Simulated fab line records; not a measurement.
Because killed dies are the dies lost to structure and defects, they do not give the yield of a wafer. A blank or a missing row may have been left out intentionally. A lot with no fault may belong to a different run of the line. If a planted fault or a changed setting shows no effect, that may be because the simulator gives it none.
Comparing a struck lot with a sound one ; flow nandHarc ; 15 out of 1302 route steps
Sound: these wafers, L475.1, L475.3, L475.4. The struck wafers were L487.3, L487.4, L487.6. Last of all comes the cause.
For every step that has rows: the tool of each side, followed by ch and its chambers, followed by its first start. Under that, the readings that differ: sound wafers ; struck wafers ; difference of the means ; sigmas: that difference in standard deviations of wafers without a fault.
alike: same words and numbers on both sides, and readings whose means sit less than 2 such deviations apart. not compared: any withheld reading, any reading some wafer has no value for, any bound like >300 that may hide the same value, and any number with overlapping values for which the record gives no deviation.
The two part at a step that has a row with sigmas, a row that says differs or no value, or rows on one side only. Numbers that have no deviation but don't overlap get no sigmas and don't part them. Lack of a reading on every wafer of one side parts them only where that side has two or more wafers.

first, 1 step without rows for these wafers: NHARC_P_ZERO_WELL_HARDBAKE_25 (time 80 s).
NHARC_P_ZERO_WELL_DESCUM_26: chemistry O2, time 3 s.
  sound on rieDiel-03 ch 0,1,2, day 2 18:37; struck on rieDiel-06 ch 1,2, day 7 18:50
  alike: chamberPressureMTorr, drypumpMotorCurrentA, oesProductAu, rfVppV, showerheadPlenumPTorr, throttleValvePct
  not compared: rfHoursCounterH
then, 10 steps without rows for these wafers: NHARC_P_ZERO_WELL_IMPLANT_27; NHARC_P_ZERO_WELL_IMPLANT_57; NHARC_P_ZERO_WELL_IMPLANT_58; NHARC_P_ZERO_WELL_STRIP_28 (strips in SPM, time 840 s); NHARC_P_ZERO_WELL_DEHYDRATE_29 (time 120 s); NHARC_P_ZERO_WELL_HMDS_30 (time 30 s); NHARC_P_ZERO_WELL_COAT_31; NHARC_P_ZERO_WELL_SOFTBAKE_32 (time 95 s); NHARC_P_ZERO_WELL_EBR_33; NHARC_P_ZERO_WELL_EXPOSE_34 (exposes mask P PWELL, target cd 720 nm).
NHARC_P_ZERO_WELL_PEB_35: peb time 85 s.
  sound on lithoTrack-05 ch 0, day 2 19:53; struck on lithoTrack-05 ch 0, day 7 20:05
reading;sound;struck;difference;sigmas
heaterPowerTotalW (W);164.14 163.59 164.29;167.23 166.76 167.23;+3.07;+12
plateTempC (C);118.04 118.12 118.04;119.74 119.70 119.52;+1.59;+12
then, 1 step without rows for these wafers: NHARC_P_ZERO_WELL_DEVELOP_36 (time 70 s).
-- jump in the record: it breaks off in module P_ZERO_WELL and resumes in module END (first step shown: number 1302 of the route), and 23 days separate the struck wafers' starts before and after --
NHARC_END_SORT_01:
  only the struck wafers appear in the record here, on prober-01 ch 0 at day 30 22:10; the sound ones have no rows

== WHERE THEY PART ==
Last at NHARC_END_SORT_01 as far as this record goes, first at NHARC_P_ZERO_WELL_PEB_35.

WHY: whatever the simulator had introduced
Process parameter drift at NHARC_P_ZERO_WELL_PEB_35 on lithoTrack-05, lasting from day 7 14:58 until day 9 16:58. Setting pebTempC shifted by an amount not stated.
